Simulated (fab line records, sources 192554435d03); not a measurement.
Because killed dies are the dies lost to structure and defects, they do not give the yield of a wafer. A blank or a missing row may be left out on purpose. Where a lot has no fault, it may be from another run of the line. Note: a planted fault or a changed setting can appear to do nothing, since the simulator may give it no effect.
Which tool did it? / flow n5Finfet / 12 lots with 36 wafers sampled at 3 steps, on a route of 1938 steps

## WHAT THE GAUGES READ, wafer by wafer
N5_BEOL_M8_THK_MEAS_01.
lot=L075; measured=day 9 09:04; on=filmMetro-01; M8_ILD_THK (nm)=153.3 155.8 156.8
lot=L077; measured=day 9 19:28; on=filmMetro-01; M8_ILD_THK (nm)=154.8 152.5 154.0
lot=L079; measured=day 10 08:16; on=filmMetro-02; M8_ILD_THK (nm)=152.7 152.3 153.7
lot=L082; measured=day 10 20:55; on=filmMetro-02; M8_ILD_THK (nm)=152.5 151.3 155.4
lot=L083; measured=day 11 05:50; on=filmMetro-02; M8_ILD_THK (nm)=153.2 154.7 154.0
lot=L086; measured=day 11 21:49; on=filmMetro-02; M8_ILD_THK (nm)=153.8 152.3 155.9
lot=L087; measured=day 12 07:41; on=filmMetro-02; M8_ILD_THK (nm)=153.8 153.0 155.5
lot=L089; measured=day 12 14:17; on=filmMetro-01; M8_ILD_THK (nm)=153.7 150.9 154.4
lot=L091; measured=day 13 13:49; on=filmMetro-01; M8_ILD_THK (nm)=154.0 154.0 155.7
lot=L093; measured=day 13 17:55; on=filmMetro-01; M8_ILD_THK (nm)=153.5 153.8 157.7
lot=L095; measured=day 14 09:29; on=filmMetro-02; M8_ILD_THK (nm)=151.6 150.4 154.8
lot=L096; measured=day 14 20:19; on=filmMetro-02; M8_ILD_THK (nm)=153.2 151.2 150.2

## TOOL THAT RAN EACH LOT (tool first, then ch and the chambers of the sampled wafers, then the start)
lot=L075; N5_BEOL_M7_SURFACE_TREAT_79=pvdSputter-01, day 9 07:12; N5_BEOL_M8_CURE_74=uvCure-03 ch 2, day 9 08:38
lot=L077; N5_BEOL_M7_SURFACE_TREAT_79=pvdSputter-02, day 9 16:52; N5_BEOL_M8_CURE_74=uvCure-03 ch 1, day 9 18:57
lot=L079; N5_BEOL_M7_SURFACE_TREAT_79=pvdSputter-03, day 10 06:29; N5_BEOL_M8_CURE_74=uvCure-03 ch 2, day 10 07:46
lot=L082; N5_BEOL_M7_SURFACE_TREAT_79=pvdSputter-03, day 10 18:04; N5_BEOL_M8_CURE_74=uvCure-03 ch 0, day 10 20:29
lot=L083; N5_BEOL_M7_SURFACE_TREAT_79=pvdSputter-02, day 11 02:41; N5_BEOL_M8_CURE_74=uvCure-03 ch 2, day 11 05:29
lot=L086; N5_BEOL_M7_SURFACE_TREAT_79=pvdSputter-03, day 11 19:32; N5_BEOL_M8_CURE_74=uvCure-03 ch 1, day 11 21:23
lot=L087; N5_BEOL_M7_SURFACE_TREAT_79=pvdSputter-01, day 12 04:52; N5_BEOL_M8_CURE_74=uvCure-01 ch 0, day 12 07:25
lot=L089; N5_BEOL_M7_SURFACE_TREAT_79=pvdSputter-03, day 12 10:53; N5_BEOL_M8_CURE_74=uvCure-01 ch 1, day 12 12:35
lot=L091; N5_BEOL_M7_SURFACE_TREAT_79=pvdSputter-01, day 13 11:44; N5_BEOL_M8_CURE_74=uvCure-01 ch 2, day 13 13:18
lot=L093; N5_BEOL_M7_SURFACE_TREAT_79=pvdSputter-02, day 13 16:08; N5_BEOL_M8_CURE_74=uvCure-01 ch 2, day 13 17:24
lot=L095; N5_BEOL_M7_SURFACE_TREAT_79=pvdSputter-01, day 14 07:09; N5_BEOL_M8_CURE_74=uvCure-02 ch 0, day 14 08:39
lot=L096; N5_BEOL_M7_SURFACE_TREAT_79=pvdSputter-03, day 14 17:25; N5_BEOL_M8_CURE_74=uvCure-01 ch 1, day 14 19:49
- N5_BEOL_M7_SURFACE_TREAT_79
- N5_BEOL_M8_CURE_74: cures SiCOH lowk, time 240 s.

## THE ANSWER, worked out from the rows above alone
Rule: the usual values come from the lots themselves. Put in order of their means at a reading, lots are off if they are a third of the lots or fewer, leave a main group of 4 or more, and stand apart from it by a gap of 3 or more times the standard deviation of the main group's means; of several such gaps the widest counts. A main group is skipped when, at the precision printed for the reading in the tables above, its means are all equal. Also off: a lot with no number at a reading for which 4 or more lots have one. All remaining lots with rows at the step are treated as sound.
None of the lots is off at any reading shown; this tells nothing.

## WHAT WAS PUT IN BY THE SIMULATOR
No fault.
